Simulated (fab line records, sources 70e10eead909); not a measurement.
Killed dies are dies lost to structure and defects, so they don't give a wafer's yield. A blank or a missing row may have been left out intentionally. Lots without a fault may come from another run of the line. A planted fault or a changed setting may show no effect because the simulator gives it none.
A struck lot beside a sound one ; flow nand_harc ; 15 out of 1159 route steps
Sound: these wafers, L105.1, L105.2, L105.5. Struck: wafer L107.3 (L107.1, L107.4, from the same lot, were not struck and are left out); the cause is given at the end.
At each step with rows: each side's tool, then ch and its chambers, then its first start. Under that, the readings that differ: sound wafers ; struck wafers ; difference of the means ; sigmas: that difference in standard deviations of wafers without a fault.
alike: words and numbers the same on both sides, and readings whose means are apart by under 2 such deviations; not compared: readings that were withheld, readings missing a value for some wafer, numbers with overlapping values and no deviation given by the record, and bounds like >300 which may hide the same value.
A row with sigmas, a row that says differs or no value, or rows on one side alone: a step with any of these is where the two part. When numbers do not overlap yet have no deviation, they are printed without sigmas and do not part them. A reading missing from all wafers of one side parts the sides only when that side holds two or more wafers.

first, 8 steps without rows for these wafers: NHARC_THIN_TSV_DEHYDRATE_25 (time 120 s); NHARC_THIN_TSV_HMDS_26 (time 30 s); NHARC_THIN_TSV_COAT_27; NHARC_THIN_TSV_SOFTBAKE_28 (time 95 s); NHARC_THIN_TSV_EBR_29; NHARC_THIN_TSV_EXPOSE_30 (exposes mask PAD); NHARC_THIN_TSV_PEB_31 (peb time 85 s); NHARC_THIN_TSV_DEVELOP_32 (time 70 s).
NHARC_THIN_TSV_CD_MEAS_33 targets a cd of 5000 nm.
  sound on cd_sem-01 ch 0, day 19 06:03; struck on cd_sem-01 ch 0, day 20 03:07
  alike: cd_nm
then, 1 step without rows for these wafers: NHARC_THIN_TSV_HARDBAKE_34 (time 80 s).
NHARC_THIN_TSV_DESCUM_35: chemistry O2, time 3 s.
  sound on rie_diel-06 ch 1,3, day 19 06:13; struck on rie_diel-06 ch 0, day 20 03:17
reading;sound;struck;difference;sigmas
oes_product_au (a.u.);1.019 1.021 1.020;0.994;-0.026;-2
  alike: chamber_pressure_mTorr, drypump_motor_current_A, rf_vpp_V, showerhead_plenum_p_Torr, throttle_valve_pct
  not compared: rf_hours_counter_h
NHARC_THIN_TSV_ETCH_59: etches the open film in Cl2/BCl3, target depth 880 nm, time 138.1 s.
  sound on rie_metal-02 ch 0,1, day 19 06:20; struck on rie_metal-02 ch 1, day 20 03:26
  alike: chamber_pressure_mTorr, drypump_motor_current_A, oes_product_au, throttle_valve_pct
  not compared: rf_hours_counter_h
NHARC_THIN_TSV_ETCH_36: etches the open film in Cl2/BCl3, target depth 65 nm, time 18.571 s.
  sound on rie_metal-02 ch 0,1, day 19 06:36; struck on rie_metal-02 ch 1, day 20 03:42
reading;sound;struck;difference;sigmas
over_etch_frac;0.3 0.3 0.3;0.45607;+0.15607;
  alike: chamber_pressure_mTorr, drypump_motor_current_A, oes_product_au
  not compared: rf_hours_counter_h
NHARC_THIN_TSV_STRIP_56: strips in O2.
  sound on plasma_asher-01 ch 0,1, day 19 06:42; struck on plasma_asher-01 ch 1, day 20 07:07
  alike: drypump_motor_current_A, heater_power_w, temp_c
  not compared: rf_hours_counter_h
NHARC_END_SORT_01:
  the record has rows for the sound wafers here (prober-02 ch 0, day 19 17:36) and none for the struck ones

## WHERE THEY PART
First at NHARC_THIN_TSV_DESCUM_35; last, within this record, at NHARC_END_SORT_01.

WHY: what the simulator had put in
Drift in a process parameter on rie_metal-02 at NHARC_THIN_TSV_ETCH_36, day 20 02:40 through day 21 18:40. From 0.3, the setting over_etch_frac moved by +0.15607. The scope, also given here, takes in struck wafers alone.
